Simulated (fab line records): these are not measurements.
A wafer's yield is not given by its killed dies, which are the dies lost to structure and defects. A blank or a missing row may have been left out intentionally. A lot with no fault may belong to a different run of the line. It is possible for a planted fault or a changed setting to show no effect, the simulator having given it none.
fab line records	flow nand-harc
record: lots: 7	wafers: 21	last-day: 24
route steps=1159 shown P_GATE@136 END@1159
lots with no fault: from the same line, run without faults
start-h: hours from the record's first day to the start of the lot's first wafer shown	wait-h: hours elapsed since this lot's preceding step	" identical to the entry in the row above	L1.1+2: several wafers, shown together as one row	- no value, or no start given	* or withheld: withheld	< > ~ a bound
route shown NAME@n: NAME is a module with steps in the file, n the number in the route of the first one	usual: mean and standard deviation over wafers with no fault	same: alike in all rows	chamber/n: place in a boat	sites: each site's reading	_std_site: their standard deviation	_edge_site: the outer-site mean with the inner-site mean subtracted	radius-mm: for every site, how far away it sits from the centre of the wafer	mask NAME#n: copy n	behind: tool/chamber where the wafer was last shaped	hold: the reason the lot was held/the length of the hold in hours/how it ended	device: transistor that didn't switch, given as n, p or np	end of line: the tests these same wafers got at the end of their route	for a step that has no rows: nothing shown but its recipe	killed: dies lost to structure and defects at the first sort, not the wafer's yield	map: a wafer's dies, marking killed ones x, the rest . and places with no die _
set.NAME: setting as actually run; set.NAME@STEP: the setting as run at that earlier step	model.NAME: the simulator's own value behind a step, which no gauge read
lots seen at some steps along the route; tables by step, rows by wafer
services: a tool's chamber out of use, with start hour (start-h, from the record's first day; less than 0 if before it), hours out, and reason
== steps ==
step: NHARC_P_GATE_SOFTBAKE_21
recipe: temp-c: 105	time-s: 55
step: NHARC_P_GATE_EBR_22
step: NHARC_P_GATE_EXPOSE_23
recipe: na: 1.35	target-cd-nm: 120	dose-mj: 93.91	mask-id: P_GATE
step: NHARC_P_GATE_PEB_24
recipe: peb-temp-c: 100	peb-time-s: 65
step: NHARC_P_GATE_DEVELOP_25
recipe: develop-time-s: 35	dev-temp-c: 23
step: NHARC_P_GATE_CD_MEAS_26
recipe: target-cd-nm: 120	landing-energy-ev: 500
usual: cd-nm: 119.5/0.89
lot.wafer	tool	chamber	start-h	wait-h	cd-nm
L800.3	cd-sem-02	0	92.38	-	119.3
L800.4	"	0	"	"	118.8
L800.6	"	0	"	"	119.0
L806.2	cd-sem-01	0	130.35	-	119.4
L806.5	"	0	"	"	120.2
L806.6	"	0	"	"	119.8
L813.2	cd-sem-01	0	169.75	-	119.1
L813.3	"	0	"	"	119.9
L813.4	"	0	"	"	119.6
L815.3	cd-sem-02	0	187.47	-	119.4
L815.4	"	0	"	"	120.1
L815.5	"	0	"	"	119.5
L816.2	cd-sem-02	0	188.09	-	119.4
L816.4	"	0	"	"	120.0
L816.5	"	0	"	"	120.5
L819.1	cd-sem-01	0	199.84	-	118.0
L819.4	"	0	"	"	119.3
L819.5	"	0	"	"	119.4
L823.1	cd-sem-03	0	222.85	-	117.7
L823.2	"	0	"	"	119.3
L823.5	"	0	"	"	117.8
step: NHARC_P_GATE_OVL_MEAS_27
usual: overlay-x-nm: 0.0/0.75	overlay-y-nm: -0.2/0.65
lot.wafer	tool	chamber	start-h	wait-h	overlay-x-nm	overlay-y-nm
L800.3	overlay-02	-	92.46	-	1.2	-0.7
L800.4	"	-	"	"	0.6	-0.8
L800.6	"	-	"	"	1.0	-0.6
L806.2	overlay-01	-	130.44	-	0.7	0.8
L806.5	"	-	"	"	0.1	0.0
L806.6	"	-	"	"	-0.5	0.6
L813.2	overlay-02	-	169.85	-	0.4	0.9
L813.3	"	-	"	"	1.1	0.8
L813.4	"	-	"	"	0.9	0.5
L815.3	overlay-01	-	187.55	-	-1.3	0.0
L815.4	"	-	"	"	-1.0	-0.3
L815.5	"	-	"	"	-1.0	0.3
L816.2	overlay-01	-	188.18	-	-1.3	-0.6
L816.4	"	-	"	"	-0.7	-0.3
L816.5	"	-	"	"	-0.8	0.1
L819.1	overlay-01	-	199.92	-	0.2	-0.3
L819.4	"	-	"	"	0.5	0.3
L819.5	"	-	"	"	0.1	0.0
L823.1	overlay-01	-	222.94	-	0.2	-0.6
L823.2	"	-	"	"	0.3	-1.0
L823.5	"	-	"	"	0.5	-0.4
step: NHARC_P_GATE_INSPECT_28
usual: raw-defect-count: 6.6/2.8
lot.wafer	tool	chamber	start-h	wait-h	raw-defect-count
L800.3	defect-inspect-01	-	92.50	0.0	5
L800.4	"	-	"	"	9
L800.6	"	-	"	"	9
L806.2	defect-inspect-02	-	130.47	0.0	4
L806.5	"	-	"	"	7
L806.6	"	-	"	"	8
L813.2	defect-inspect-01	-	169.89	0.0	6
L813.3	"	-	"	"	6
L813.4	"	-	"	"	9
L815.3	defect-inspect-02	-	187.59	0.0	4
L815.4	"	-	"	"	4
L815.5	"	-	"	"	3
L816.2	defect-inspect-02	-	188.22	0.0	5
L816.4	"	-	"	"	9
L816.5	"	-	"	"	7
L819.1	defect-inspect-02	-	199.96	0.0	5
L819.4	"	-	"	"	7
L819.5	"	-	"	"	4
L823.1	defect-inspect-02	-	222.98	0.0	11
L823.2	"	-	"	"	5
L823.5	"	-	"	"	6
step: NHARC_P_GATE_DESCUM_31
recipe: time-s: 3	o2-flow-sccm: 200	ar-flow-sccm: 0	bias-power-w: 0	chemistry: O2
usual: drypump-motor-current-A: 5.8/0.47	oes-product-au: 1.001/0.011	rf-vpp-V: 57.7/0.9	showerhead-plenum-p-Torr: 1.92/0.069	throttle-valve-pct: 11.311/0.0086
lot.wafer	tool	chamber	start-h	wait-h	drypump-motor-current-A	oes-product-au	rf-hours-counter-h	rf-vpp-V	showerhead-plenum-p-Torr	throttle-valve-pct
L800.4	rie-diel-02	2	92.57	0.1	5.8	0.966	36	58.3	1.95	11.301
L800.3	"	3	"	"	5.3	0.998	36	56.4	1.90	11.323
L800.6	"	1	"	"	6.2	1.008	-	58.0	1.92	11.320
L806.2	rie-diel-04	2	130.56	0.1	5.7	0.993	1	57.3	1.86	11.313
L806.6	"	0	"	"	4.9	0.996	-	55.8	1.81	11.315
L806.5	"	1	"	"	5.7	1.017	-	58.7	1.98	11.300
L813.3	rie-diel-07	3	170.11	0.2	6.2	1.003	44	57.4	2.02	11.300
L813.2	"	0	"	"	5.5	0.995	37	59.1	1.99	11.313
L813.4	"	1	"	"	5.7	1.009	40	56.3	1.97	11.314
L815.3	rie-diel-02	3	187.65	0.1	5.3	1.002	11	57.7	1.89	11.323
L815.4	"	1	"	"	6.2	1.004	10	57.9	1.91	11.294
L815.5	"	0	"	"	6.0	1.012	-	56.9	1.84	11.317
L816.4	rie-diel-04	2	188.28	0.1	5.8	1.009	17	57.5	1.86	11.310
L816.2	"	3	"	"	6.6	1.001	17	57.6	2.00	11.308
L816.5	"	3	"	"	6.6	1.003	-	58.9	2.00	11.300
L819.4	rie-diel-04	1	200.06	0.1	5.7	0.994	20	58.3	1.97	11.315
L819.1	"	2	"	"	5.7	0.997	20	54.6	1.86	11.309
L819.5	"	1	"	"	5.7	0.997	-	57.7	1.97	11.306
L823.1	rie-diel-04	3	223.04	0.1	6.6	1.003	23	57.0	2.00	11.304
L823.2	"	1	"	"	5.7	0.997	23	59.6	1.97	11.311
L823.5	"	0	"	"	4.8	0.994	-	58.5	1.81	11.306
step: NHARC_P_GATE_ETCH_104
recipe: target-depth-a: 600	time-s: withheld	cf4-flow-sccm: 100	chf3-flow-sccm: 30	ar-flow-sccm: 0	rf-w: 500	bias-w: 200	chemistry: CF4/CHF3
usual: bias-w: 200.0/0.58	cf4-flow-sccm: 100.02/0.29	drypump-motor-current-A: 5.8/0.46	oes-product-au: 0.952/0.02	rf-vpp-V: 370.9/1.9	showerhead-plenum-p-Torr: 1.58/0.052	throttle-valve-pct: 16.804/0.009
lot.wafer	tool	chamber	start-h	wait-h	bias-w	cf4-flow-sccm	drypump-motor-current-A	oes-product-au	rf-vpp-V	showerhead-plenum-p-Torr	throttle-valve-pct
L800.4	rie-diel-02	2	92.64	0.1	199.6	99.81	5.8	0.938	371.4	1.61	16.823
L800.3	"	0	"	"	200.3	100.22	6.0	0.972	368.5	1.53	16.799
L800.6	"	3	"	"	199.4	100.63	5.3	0.964	370.0	1.56	16.799
L806.2	rie-diel-04	3	130.64	0.1	200.6	100.09	6.5	0.966	373.7	1.65	16.807
L806.6	"	2	"	"	200.0	100.16	5.8	0.962	369.1	1.54	16.788
L806.5	"	3	"	"	199.6	100.46	6.6	0.966	373.4	1.65	16.825
L813.3	rie-diel-07	3	170.23	0.1	200.1	100.23	6.2	0.934	373.9	1.66	16.788
L813.2	"	0	"	"	199.1	100.27	5.5	0.932	371.8	1.64	16.797
L813.4	"	1	"	"	200.1	100.07	5.7	0.939	372.3	1.62	16.786
L815.3	rie-diel-02	0	187.79	0.1	200.3	100.00	6.0	0.969	367.9	1.52	16.807
L815.4	"	1	"	"	199.5	99.65	6.2	0.971	370.8	1.57	16.793
L815.5	"	3	"	"	199.9	99.60	5.2	0.947	370.9	1.56	16.803
L816.4	rie-diel-04	1	188.42	0.1	200.8	100.04	5.7	0.960	371.4	1.62	16.816
L816.2	"	3	"	"	200.4	99.82	6.6	0.950	372.4	1.64	16.825
L816.5	"	1	"	"	199.9	100.30	5.7	0.970	370.6	1.62	16.804
L819.1	rie-diel-04	1	200.31	0.2	200.0	99.83	5.7	0.948	373.0	1.62	16.816
L819.4	"	3	"	"	199.5	100.18	6.6	0.970	373.4	1.64	16.802
L819.5	"	1	"	"	199.6	100.07	5.7	0.944	372.5	1.62	16.818
L823.2	rie-diel-04	2	223.13	0.1	199.7	100.13	5.8	0.917	368.8	1.53	16.799
L823.1	"	3	"	"	200.6	100.35	6.5	0.917	373.1	1.64	16.806
L823.5	"	2	"	"	199.5	100.15	5.7	0.930	369.2	1.53	16.800
step: NHARC_P_GATE_HM_OPEN_105
recipe: target-depth-a: 3600	o2-flow-sccm: 400	cos-flow-sccm: 20	ar-flow-sccm: 0	rf-w: 500	bias-w: 300	chemistry: O2/COS
usual: bias-w: 299.8/0.95	drypump-motor-current-A: 5.8/0.48	oes-product-au: 1.003/0.012	rf-vpp-V: 467.5/2.4	showerhead-plenum-p-Torr: 3.14/0.11	throttle-valve-pct: 28.329/0.0091
lot.wafer	tool	chamber	start-h	wait-h	bias-w	drypump-motor-current-A	oes-product-au	rf-hours-counter-h	rf-vpp-V	showerhead-plenum-p-Torr	throttle-valve-pct
L800.3	rie-diel-02	3	-	-	298.9	5.3	0.993	36	466.2	3.10	28.307
L800.4	"	1	"	"	299.2	6.2	1.008	41	467.2	3.13	28.328
L800.6	"	2	"	"	298.2	5.7	0.973	-	469.8	3.19	28.323
L806.2	rie-diel-04	3	-	-	299.7	6.5	0.993	2	471.2	3.27	28.330
L806.5	"	2	"	"	300.9	5.8	0.993	-	466.5	3.05	28.320
L806.6	"	3	"	"	301.7	6.5	0.985	-	470.1	3.27	28.321
L813.3	rie-diel-07	2	-	-	297.1	5.9	1.022	43	468.8	3.14	28.308
L813.4	"	3	"	"	299.5	6.2	0.998	44	469.9	3.29	28.332
L813.2	"	1	"	"	300.7	5.7	1.017	40	469.5	3.21	28.343
L815.4	rie-diel-02	1	-	-	300.1	6.2	1.002	10	465.7	3.11	28.327
L815.3	"	0	"	"	300.3	6.0	1.020	11	466.3	3.02	28.317
L815.5	"	2	"	"	298.4	5.8	1.023	-	467.7	3.17	28.339
L816.2	rie-diel-04	3	-	-	300.6	6.6	1.009	17	471.7	3.26	28.340
L816.4	"	1	"	"	299.8	5.7	1.004	17	467.8	3.21	28.316
L816.5	"	3	"	"	300.2	6.5	1.005	-	469.0	3.26	28.338
L819.1	rie-diel-04	1	-	-	299.4	5.7	0.999	21	468.7	3.21	28.335
L819.4	"	3	"	"	298.9	6.6	1.001	21	470.7	3.26	28.343
L819.5	"	2	"	"	299.1	5.8	1.012	-	466.1	3.04	28.340
L823.1	rie-diel-04	3	-	-	300.3	6.6	1.005	23	469.4	3.26	28.329
L823.2	"	0	"	"	299.8	4.8	0.980	21	464.1	2.96	28.317
L823.5	"	3	"	"	300.8	6.6	0.993	-	469.4	3.26	28.343
step: NHARC_P_GATE_STRIP_106
recipe: o2-flow-sccm: 400	cos-flow-sccm: 20	ar-flow-sccm: 0	bias-w: 0	chemistry: O2/COS
step: NHARC_P_GATE_ETCH_114
recipe: target-depth-a: 300	overetch-a: 30	time-s: 16.5	ion-energy-ev: 100	cf4-flow-sccm: 80	o2-flow-sccm: 20	ar-flow-sccm: 0	rf-w: 300	bias-w: 100	chemistry: CF4/O2
usual: bias-w: 100.0/0.32	cf4-flow-sccm: 80.02/0.22	drypump-motor-current-A: 5.7/0.47	oes-product-au: 1.002/0.012	rf-vpp-V: 198.1/1.3	showerhead-plenum-p-Torr: 1.34/0.047	throttle-valve-pct: 13.397/0.0087
lot.wafer	tool	chamber	start-h	wait-h	bias-w	cf4-flow-sccm	drypump-motor-current-A	oes-product-au	rf-hours-counter-h	rf-vpp-V	showerhead-plenum-p-Torr	throttle-valve-pct
L800.4	rie-diel-02	3	92	-	99.5	80.06	5.3	0.992	36	196.5	1.33	13.400
L800.3	"	1	"	"	99.4	79.90	6.2	1.010	41	197.1	1.34	13.396
L800.6	"	2	"	"	99.9	80.24	5.8	0.978	-	199.1	1.36	13.406
L806.2	rie-diel-04	3	131	-	100.2	80.40	6.5	1.006	2	197.5	1.40	13.408
L806.5	"	3	"	"	100.1	80.10	6.6	1.003	-	199.9	1.40	13.391
L806.6	"	0	"	"	99.8	80.01	4.8	0.988	-	197.4	1.27	13.406
L813.3	rie-diel-07	2	170	-	-	-	-	-	-	-	-	-
L813.4	"	3	"	"	-	-	-	-	-	-	-	-
L813.2	"	0	"	"	-	-	-	-	-	-	-	-
L815.3	rie-diel-02	0	188	-	-	-	-	-	-	-	-	-
L815.4	"	1	"	"	-	-	-	-	-	-	-	-
L815.5	"	0	"	"	-	-	-	-	-	-	-	-
L816.4	rie-diel-04	3	188	-	-	-	-	-	-	-	-	-
L816.2	"	0	"	"	-	-	-	-	-	-	-	-
L816.5	"	2	"	"	-	-	-	-	-	-	-	-
L819.1	rie-diel-04	0	200	-	99.9	80.23	4.8	0.983	19	196.6	1.26	13.384
L819.4	"	1	"	"	100.2	79.95	5.7	0.987	21	198.8	1.37	13.380
L819.5	"	0	"	"	99.8	79.85	4.8	0.986	-	195.7	1.26	13.381
L823.1	rie-diel-04	0	223	-	100.2	80.08	4.8	1.006	21	197.1	1.26	13.393
L823.2	"	3	"	"	100.4	80.29	6.5	1.003	23	199.5	1.40	13.395
L823.5	"	1	"	"	100.1	80.33	5.7	1.012	-	197.5	1.37	13.412
step: NHARC_P_GATE_ETCH_32
recipe: target-depth-a: 1500	over-etch-frac: 1	over-etch-ion-energy-ev: 40	time-s: 100.1	hbr-flow-sccm: 150	cl2-flow-sccm: 50	rf-w: 400	icp-w: 400	bias-w: 100	chemistry: HBr/Cl2
usual: bias-w: 100.0/0.3	chamber-pressure-mTorr: 15.000/0.014	drypump-motor-current-A: 5.7/0.4	hbr-flow-sccm: 150.0/0.45	oes-product-au: 0.998/0.014	throttle-valve-pct: 26.405/0.0089
same: over-etch-frac: 1
lot.wafer	tool	chamber	start-h	wait-h	bias-w	chamber-pressure-mTorr	drypump-motor-current-A	hbr-flow-sccm	oes-product-au	rf-hours-counter-h	throttle-valve-pct
L800.3	rie-si-01	1	93.03	-	100.1	15.019	6.0	149.6	0.988	1.2	26.399
L800.4	"	3	"	"	100.1	14.982	4.7	149.6	1.013	1.4	26.410
L800.6	"	1	"	"	100.2	15.015	6.1	149.0	0.997	-	26.390
L806.2	rie-si-02	0	131.17	-	99.7	14.997	5.8	150.1	1.006	0.8	26.411
L806.5	"	2	"	"	100.1	15.008	5.6	150.0	0.982	-	26.394
L806.6	"	3	"	"	100.5	15.013	5.5	149.7	0.974	-	26.409
L813.2	rie-si-05	3	170.61	-	100.1	14.988	6.2	149.5	0.974	0.9	26.417
L813.3	"	1	"	"	100.3	14.998	5.7	149.1	1.015	1.0	26.401
L813.4	"	2	"	"	99.4	14.998	5.8	149.7	1.002	0.8	26.400
L815.3	rie-si-02	1	188.19	-	100.5	15.015	5.6	149.8	1.019	1.4	26.414
L815.4	"	2	"	"	100.1	15.006	5.6	150.2	0.975	1.2	26.402
L815.5	"	3	"	"	100.2	15.014	5.4	150.7	0.994	-	26.406
L816.2	rie-si-05	2	189.00	-	100.1	15.008	5.8	150.4	0.993	1.0	26.393
L816.4	"	3	"	"	100.0	15.003	6.2	150.1	0.975	1.0	26.407
L816.5	"	1	"	"	100.0	14.990	5.7	150.6	1.014	-	26.409
L819.4	rie-si-05	2	201.00	-	100.1	14.989	5.8	149.6	0.996	1.1	26.405
L819.1	"	3	"	"	99.4	15.018	6.3	149.9	0.966	1.2	26.410
L819.5	"	3	"	"	99.5	14.974	6.2	150.3	0.966	-	26.416
L823.2	rie-si-02	1	223.51	-	100.4	15.021	5.6	149.8	1.013	0.0	26.412
L823.1	"	3	"	"	100.4	14.982	5.5	150.4	0.990	0.0	26.407
L823.5	"	0	"	"	99.8	14.989	5.8	148.8	1.003	-	26.400
step: NHARC_END_SORT_01
recipe: temp-c: 25
usual: killed-at-array: 28/11	killed-at-other: 0.8/1.1	killed-at-periphery: 3.3/2.8	killed-dies: 32/11	killed-open: 3.3/1.9	killed-short: 1.9/1.4
same: gross-dies: 677
lot.wafer	tool	chamber	start-h	wait-h	killed-at-array	killed-at-other	killed-at-periphery	killed-dies	killed-open	killed-short
L813.2	prober-01	0	518.87	2.9	39	0	638	677	4	0
L813.3	prober-01	0	519.68	3.2	46	0	631	677	4	2
L813.4	prober-01	0	520.48	3.4	34	1	642	677	5	0
L816.2	prober-01	0	553.91	2.8	19	1	657	677	3	1
L816.4	prober-01	0	555.54	3.4	13	0	664	677	4	4
L816.5	prober-01	0	556.35	3.8	20	0	657	677	3	4
L815.3	prober-02	0	554.75	3.1	54	0	623	677	8	3
L815.4	prober-02	0	555.56	3.4	52	1	624	677	4	1
L815.5	prober-02	0	556.36	3.7	49	0	628	677	2	3
killed by level:class
L813.2 P_GATE:area-etch=631 A_CHANNEL_HOLE_D1:chamber-film-flake=17 A_SLIT:chamber-film-flake=12 A_STAIRCASE:chamber-film-flake=6 A_M0:geometric-particle:open=2 P_STI:chamber-film-flake=2 P_M1:chamber-film-flake=2 P_GATE:geometric-particle:open=1
L813.3 P_GATE:area-etch=621 A_CHANNEL_HOLE_D1:chamber-film-flake=21 A_SLIT:chamber-film-flake=14 P_M1:chamber-film-flake=7 A_STAIRCASE:chamber-film-flake=2 A_CONTACT:chamber-film-flake=2 P_GATE:geometric-particle:open=1 A_ONON_D1:geometric-particle:open=1
L813.4 P_GATE:area-etch=635 A_CHANNEL_HOLE_D1:chamber-film-flake=19 A_SLIT:chamber-film-flake=11 P_STI:chamber-film-flake=2 P_GATE:geometric-particle:open=1 P_M2:geometric-particle:open=1 A_WL_FILL:geometric-particle:open=1 A_BLC:geometric-particle:open=1
L816.2 P_GATE:area-etch=656 A_CONTACT:chamber-film-flake=8 A_CHANNEL_HOLE_D1:chamber-film-flake=5 A_WL_FILL:chamber-film-flake=2 P_M0:geometric-particle:open=1 A_WL_FILL:geometric-particle:short=1 A_CONTACT:geometric-particle:open=1 A_BLC:geometric-particle:open=1
L815.3 P_GATE:area-etch=619 A_CHANNEL_HOLE_D1:chamber-film-flake=21 A_SLIT:chamber-film-flake=15 A_CONTACT:chamber-film-flake=6 A_STAIRCASE:chamber-film-flake=4 A_WL_FILL:geometric-particle:short=2 A_BLC:geometric-particle:open=2 P_CONTACT:geometric-particle:open=1
L816.4 P_GATE:area-etch=663 A_CONTACT:chamber-film-flake=4 A_CHANNEL_FILL_D1:geometric-particle:short=2 A_SGD_CUT:geometric-particle:open=2 A_CHANNEL_HOLE_D1:chamber-film-flake=2 P_CONTACT:geometric-particle:short=1 A_ONON_D1:geometric-particle:short=1 A_CHANNEL_FILL_D1:geometric-particle:open=1
L815.4 P_GATE:area-etch=624 A_CHANNEL_HOLE_D1:chamber-film-flake=20 A_CONTACT:chamber-film-flake=15 A_SLIT:chamber-film-flake=10 A_CONTACT:geometric-particle:open=2 A_CHANNEL_HOLE_D1:geometric-particle:open=1 A_M0:geometric-particle:short=1 A_M1:geometric-particle:open=1
L816.5 P_GATE:area-etch=655 A_CHANNEL_HOLE_D1:chamber-film-flake=6 A_CONTACT:chamber-film-flake=5 A_CHANNEL_FILL_D1:geometric-particle:short=2 P_CONTACT:geometric-particle:open=1 A_ONON_D1:geometric-particle:open=1 A_SGD_CUT:geometric-particle:short=1 A_M0:geometric-particle:open=1
L815.5 P_GATE:area-etch=627 A_CHANNEL_HOLE_D1:chamber-film-flake=19 A_SLIT:chamber-film-flake=13 A_CONTACT:chamber-film-flake=10 A_CONTACT:geometric-particle:short=2 A_STAIRCASE:chamber-film-flake=2 A_CHANNEL_FILL_D1:geometric-particle:short=1 A_CHANNEL_FILL_D1:geometric-particle:open=1
map L813.2 (x killed, . not)
____________x____________
_________xxxxxxx_________
_______xxxxxxxxxxx_______
______xxxxxxxxxxxxx______
_____xxxxxxxxxxxxxxx_____
____xxxxxxxxxxxxxxxxx____
____xxxxxxxxxxxxxxxxx____
___xxxxxxxxxxxxxxxxxxx___
___xxxxxxxxxxxxxxxxxxx___
__xxxxxxxxxxxxxxxxxxxxx__
__xxxxxxxxxxxxxxxxxxxxx__
_xxxxxxxxxxxxxxxxxxxxxxx_
_xxxxxxxxxxxxxxxxxxxxxxx_
_xxxxxxxxxxxxxxxxxxxxxxx_
_xxxxxxxxxxxxxxxxxxxxxxx_
_xxxxxxxxxxxxxxxxxxxxxxx_
xxxxxxxxxxxxxxxxxxxxxxxxx
xxxxxxxxxxxxxxxxxxxxxxxxx
xxxxxxxxxxxxxxxxxxxxxxxxx
xxxxxxxxxxxxxxxxxxxxxxxxx
xxxxxxxxxxxxxxxxxxxxxxxxx
_xxxxxxxxxxxxxxxxxxxxxxx_
_xxxxxxxxxxxxxxxxxxxxxxx_
_xxxxxxxxxxxxxxxxxxxxxxx_
_xxxxxxxxxxxxxxxxxxxxxxx_
_xxxxxxxxxxxxxxxxxxxxxxx_
__xxxxxxxxxxxxxxxxxxxxx__
__xxxxxxxxxxxxxxxxxxxxx__
___xxxxxxxxxxxxxxxxxxx___
___xxxxxxxxxxxxxxxxxxx___
____xxxxxxxxxxxxxxxxx____
____xxxxxxxxxxxxxxxxx____
_____xxxxxxxxxxxxxxx_____
______xxxxxxxxxxxxx______
_______xxxxxxxxxxx_______
_________xxxxxxx_________
____________x____________
map L815.3 (x killed, . not)
____________x____________
_________xxxxxxx_________
_______xxxxxxxxxxx_______
______xxxxxxxxxxxxx______
_____xxxxxxxxxxxxxxx_____
____xxxxxxxxxxxxxxxxx____
____xxxxxxxxxxxxxxxxx____
___xxxxxxxxxxxxxxxxxxx___
___xxxxxxxxxxxxxxxxxxx___
__xxxxxxxxxxxxxxxxxxxxx__
__xxxxxxxxxxxxxxxxxxxxx__
_xxxxxxxxxxxxxxxxxxxxxxx_
_xxxxxxxxxxxxxxxxxxxxxxx_
_xxxxxxxxxxxxxxxxxxxxxxx_
_xxxxxxxxxxxxxxxxxxxxxxx_
_xxxxxxxxxxxxxxxxxxxxxxx_
xxxxxxxxxxxxxxxxxxxxxxxxx
xxxxxxxxxxxxxxxxxxxxxxxxx
xxxxxxxxxxxxxxxxxxxxxxxxx
xxxxxxxxxxxxxxxxxxxxxxxxx
xxxxxxxxxxxxxxxxxxxxxxxxx
_xxxxxxxxxxxxxxxxxxxxxxx_
_xxxxxxxxxxxxxxxxxxxxxxx_
_xxxxxxxxxxxxxxxxxxxxxxx_
_xxxxxxxxxxxxxxxxxxxxxxx_
_xxxxxxxxxxxxxxxxxxxxxxx_
__xxxxxxxxxxxxxxxxxxxxx__
__xxxxxxxxxxxxxxxxxxxxx__
___xxxxxxxxxxxxxxxxxxx___
___xxxxxxxxxxxxxxxxxxx___
____xxxxxxxxxxxxxxxxx____
____xxxxxxxxxxxxxxxxx____
_____xxxxxxxxxxxxxxx_____
______xxxxxxxxxxxxx______
_______xxxxxxxxxxx_______
_________xxxxxxx_________
____________x____________
== services ==
tool	chamber	start-h	hours	kind
rie-diel-02	2	76.52	9.1	repair
rie-diel-04	1	86.16	35.7	repair
rie-diel-04	0	90.98	-	clean
rie-diel-04	2	90.98	-	clean
rie-diel-04	3	90.98	-	clean
rie-si-05	2	101.58	2.4	repair
rie-diel-04	2	109.67	10.2	repair
rie-diel-04	-	112.27	9.0	pm
rie-diel-04	0	112.27	9.0	vent-cycle
rie-diel-04	3	112.27	9.0	vent-cycle
rie-si-01	-	116.11	0.8	repair
rie-diel-04	0	121.27	-	clean
rie-diel-04	2	121.27	-	clean
rie-diel-04	3	121.27	-	clean
rie-diel-02	3	123.35	4.3	repair
rie-diel-02	2	126.90	3.8	repair
rie-si-01	-	127.00	9.0	pm
rie-diel-02	3	129.39	6.6	repair
rie-diel-02	-	150.90	9.0	pm
rie-diel-07	0	156.86	6.5	repair
rie-diel-04	0	177.00	7.6	repair
rie-diel-02	1	193.72	2.0	repair
rie-diel-02	3	196.56	13.3	repair
rie-si-02	-	211.00	9.0	pm
== key ==
first-sign: step: NHARC_P_GATE_ETCH_114	reading: tool-record	direction: missing
effect: step: NHARC_END_SORT_01	reading: killed-at-periphery	direction: up	sigmas: 99+	usual: 3.3	struck: 640.4
more-kills-born-at: NHARC_P_GATE_ETCH_114@rie-diel-04: 1974	NHARC_P_GATE_ETCH_114@rie-diel-07: 1887	NHARC_P_GATE_ETCH_114@rie-diel-02: 1870
met-at NHARC_P_GATE_ETCH_114
struck-wafers L813.2,L813.3,L813.4,L815.3,L815.4,L815.5,L816.2,L816.4,L816.5
later-rows-left-out L813.2,L813.3,L813.4,L815.3,L815.4,L815.5,L816.2,L816.4,L816.5
tester-left-out L813,L815,L816
fault: kind: skipped-step-whole	tool: rie-diel-02,rie-diel-04,rie-diel-07	chamber: -	onset-h: 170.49	steps: NHARC_P_GATE_ETCH_114	scope: struck-lots-only
tester-left-out: of these lots the tester's yield and bins aren't shown, on N5 and GAA mostly nor the transistor test; their killed dies are dies lost to structure and defects alone, not to doping, threshold or leakage, so they don't give the yield
later-rows-left-out: the simulator's readings of these wafers behind a module that went badly wrong aren't trusted and aren't shown, but for the sort
